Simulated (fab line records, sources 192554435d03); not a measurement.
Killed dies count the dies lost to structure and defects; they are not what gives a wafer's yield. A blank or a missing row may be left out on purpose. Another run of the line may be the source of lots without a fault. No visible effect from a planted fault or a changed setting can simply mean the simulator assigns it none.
Comparing a struck lot with a sound one + flow n5 finfet + 38 steps out of a route of 1938
Sound: wafers L613.1, L613.2, L613.6. Wafers struck: L622.2, L622.3, L622.4. The cause is named last.
At each step with rows: each side's tool, then ch and its chambers, then its first start. Under that, the readings that differ: sound wafers + struck wafers + difference of the means + sigmas: that difference in standard deviations of wafers without a fault.
alike: readings whose means differ by less than 2 such deviations, and words and numbers that are the same on both sides. not compared: withheld readings, readings that some wafer has no value for, bounds like >300 that may hide the same value, and numbers for which the record gives no deviation and whose values overlap.
The two part at a step that has a row with sigmas, a row that says differs or no value, or rows on one side only. Numbers that don't overlap but have no deviation are shown without sigmas and don't part them. Lack of a reading on every wafer of one side parts them only where that side has two or more wafers.

first, 9 steps without rows for these wafers: N5_BEOL_M8_DESCUM_33 (chemistry O2, time 7 s); N5_BEOL_M8_ETCH_72 (etches underlayer in N2/H2, target depth 6.5 nm, time 5.2 s); N5_BEOL_M8_ETCH_65 (etches SiARC in CF4, target depth 15.6 nm, time 26 s); N5_BEOL_M8_ETCH_66 (etches SOC in N2/H2, target depth 80 nm, overetch 16 nm, time 120 s); N5_BEOL_M8_STRIP_69 (strips in N2/H2); N5_BEOL_M8_STRIP_73 (strips in N2/H2); N5_BEOL_M8_VIA_ETCH_34 (etches SiCOH lowk in C4F6/O2, target depth 125.5 nm, time 50.5 s); N5_BEOL_M8_STRIP_76 (strips in C4F6/O2); N5_BEOL_M8_STRIP_36 (strips in N2/H2).
N5_BEOL_M8_TRENCH_ETCH_37: etches SiCOH lowk in C4F6/O2, target depth 93.478 nm, time 31.2 s.
  sound on rie diel-04 ch 0,1, day 10 18:20; struck on rie diel-04 ch 1,2,3, day 13 06:36
| reading                             | sound             | struck            | difference | sigmas |
|-------------------------------------|-------------------|-------------------|------------|--------|
| rf fwd power W (W)                  | 337.7 339.1 337.1 | 255.7 256.3 255.2 | -82.2      | -48    |
| rf vpp V (V)                        | 644 662 645       | 761 780 761       | +117       | +12    |
| model.etch.depth nm (nm)            | 92.78 94.95 92.55 | 83.21 85.18 84.79 | -9.03      |        |
| model.BEOL_M8.feature depth nm (nm) | 92.8 95 92.6      | 83.2 85.2 84.8    | -9.1       |        |
  alike: drypump motor current A, oes_f_703_au, oes product au, showerhead plenum p Torr, throttle valve pct
  not compared: rf hours counter h
then, 2 steps without rows for these wafers: N5_BEOL_M8_ETCH_41 (etches SiCN in CH3F/O2, target depth 31.9 nm, time 57.8 s); N5_BEOL_M8_STRIP_80 (strips in N2/H2, time 10 s).
N5_BEOL_M8_OCD_MEAS_38:
  sound on ocd-02, day 10 18:29; struck on ocd-01, day 13 06:46
| reading              | sound          | struck         | difference | sigmas |
|----------------------|----------------|----------------|------------|--------|
| trench depth nm (nm) | 93.4 94.9 92.5 | 83.0 84.9 84.3 | -9.5       | -5     |
then, 13 steps without rows for these wafers: N5_BEOL_M8_HM_STRIP_39 (strips TiN in peroxide tin strip, target depth 25 nm, time 158 s); N5_BEOL_M8_SRD_40 (time 30 s); N5_BEOL_M8_PRECLEAN_42 (cleans in residue remover, time 60 s); N5_BEOL_M8_SRD_43 (time 30 s); N5_BEOL_M8_CURE_75 (cures SiCOH lowk, time 120 s); N5_BEOL_M8_DEGAS_44 (time 60 s); N5_BEOL_M8_PRE_CLEAN_45 (time 30 s); N5_BEOL_M8_ALD_77 (deposits TaN, target thk 2 nm, pulse time 2 s, purge time 3 s); N5_BEOL_M8_SURFACE_TREAT_79; N5_BEOL_M8_CVD_78 (deposits Co from CCTBA/H2, target thk 2 nm, time 142.3 s); N5_BEOL_M8_SPUTTER_48 (material Cu, target thk 10 nm, time 1.667 s); N5_BEOL_M8_ECD_50 (material Cu, target thk 300 nm); N5_BEOL_M8_ANNEAL_51 (time 90 s).
N5_BEOL_M8_CMP_52: polishes, stops on SiCOH lowk, t overpolish 6.9 s, target thk 80 nm.
  sound on cmp-01 ch 0,2, day 10 20:48; struck on cmp-02 ch 0,1,2, day 13 09:05
| reading                                | sound          | struck       | difference | sigmas |
|----------------------------------------|----------------|--------------|------------|--------|
| model.Cu_of_BEOL_M8_ECD_50.thk nm (nm) | 79.8 81.6 77.8 | 70.4 70.4 71 | -9.1       |        |
  alike: barrier field endpoint s, motor current A, overpolish run s, slurry filter dp kPa, time to endpoint s
N5_BEOL_M8_THK_MEAS_53: measures by xrf.
  sound on film metro-02, day 10 21:04; struck on film metro-01, day 13 09:22
| reading     | sound          | struck         | difference | sigmas |
|-------------|----------------|----------------|------------|--------|
| M8_THK (nm) | 83.0 84.8 81.2 | 72.0 72.3 72.9 | -10.6      | -5     |
then, 2 steps without rows for these wafers: N5_BEOL_M8_PRE_CLEAN_55 (time 15 s); N5_BEOL_M8_DEP_56 (deposits SiCN from 3MS/NH3, target thk 10 nm, time 17.5 s).
N5_BEOL_M8_RS_MEAS_57: measures by four-point-probe.
  sound on film metro-02, day 10 21:13; struck on film metro-02, day 13 09:30
| reading        | sound             | struck            | difference | sigmas |
|----------------|-------------------|-------------------|------------|--------|
| M8_RS (ohm/sq) | 0.287 0.280 0.296 | 0.333 0.334 0.329 | +0.044     | +5     |
then, 5 steps without rows for these wafers: N5_BEOL_M9_ILD_DEP_00 (deposits SiCOH lowk from DEMS/porogen, target thk 308.51 nm, time 58 s); N5_BEOL_M9_CURE_71 (cures SiCOH lowk, time 240 s); N5_BEOL_M9_PECVD_70 (deposits SiO2 from TEOS/O2, target thk 20 nm, time 22.7 s); N5_BEOL_M9_HM_DEP_02 (deposits TiN, target thk 20 nm); N5_BEOL_M9_COAT_59 (time 60 s, resist thk 100 nm).
-- the record jumps here: 2 days lie between the struck wafers' starts before and after (it left off in module BEOL_M9 and takes up again in module BEOL_M15, whose first step shown is number 1830 of the route) --
N5_BEOL_M15_RC_MEAS_101:
  sound on prober-01 ch 0, day 13 00:21; struck on prober-02 ch 0, day 15 18:34
| reading                   | sound                      | struck                    | difference | sigmas |
|---------------------------|----------------------------|---------------------------|------------|--------|
| COMB_M5 (S/m)             | 3.7e-11 4.6e-11 4.3e-11    | 2.6e-11 2.9e-11 2.8e-11   | -1.4e-11   | -2     |
| COMB_M6 (S/m)             | 2e-11 1.7e-11 1.8e-11      | 3.2e-11 2.7e-11 2.7e-11   | +1.0e-11   | +2     |
| COMB_M9 (S/m)             | 1.42e-11 1.85e-11 1.86e-11 | 1.15e-11 1.14e-11 9.8e-12 | -6.20e-12  | -2     |
| COMB_M9_max_site (S/m)    | 3.2e-11 2.3e-11 2.4e-11    | 1.6e-11 1.4e-11 1.5e-11   | -1.1e-11   | -2     |
| SERP_M14 (ohm/um)         | 0.169 0.166 0.164          | 0.155 0.160 0.153         | -0.010     | -2     |
| SERP_M8 (ohm/um)          | 13.5 12.7 13.1             | 15.9 15.9 15.9            | +2.8       | +5     |
| SERP_M8_max_site (ohm/um) | 14.0 13.2 13.8             | 16.3 16.8 16.6            | +2.9       | +5     |
  alike: COMB_M10, COMB_M11, COMB_M11_max_site, COMB_M12, COMB_M13, COMB_M13_max_site, COMB_M14, COMB_M15, COMB_M6_max_site, COMB_M7, COMB_M8, SERP_M10, SERP_M11, SERP_M12, SERP_M13, SERP_M13_max_site, SERP_M5, SERP_M6, SERP_M7, SERP_M9
N5_PASSIVATION_PROBE_49:
  sound on prober-02, day 13 14:25; struck on prober-02, day 16 06:37
  alike: defect limited yield, killed_at_M0_to_M3, killed_at_M4_up, killed at contacts, killed at front end, killed at other, killed dies, killed open, killed short, sort_bin_5_function, sort_bin_6_memory, sort_bin_8_speed, sort n pass, sort yield pct

== WHERE THEY PART ==
Earliest at N5_BEOL_M8_TRENCH_ETCH_37; latest, in this record, at N5_BEOL_M15_RC_MEAS_101. Later steps at which nothing parts them and some readings are alike: N5_PASSIVATION_PROBE_49.

WHY: whatever the simulator had introduced
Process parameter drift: rie diel-04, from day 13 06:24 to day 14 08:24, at N5_BEOL_M8_TRENCH_ETCH_37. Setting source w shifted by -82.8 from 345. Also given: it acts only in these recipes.
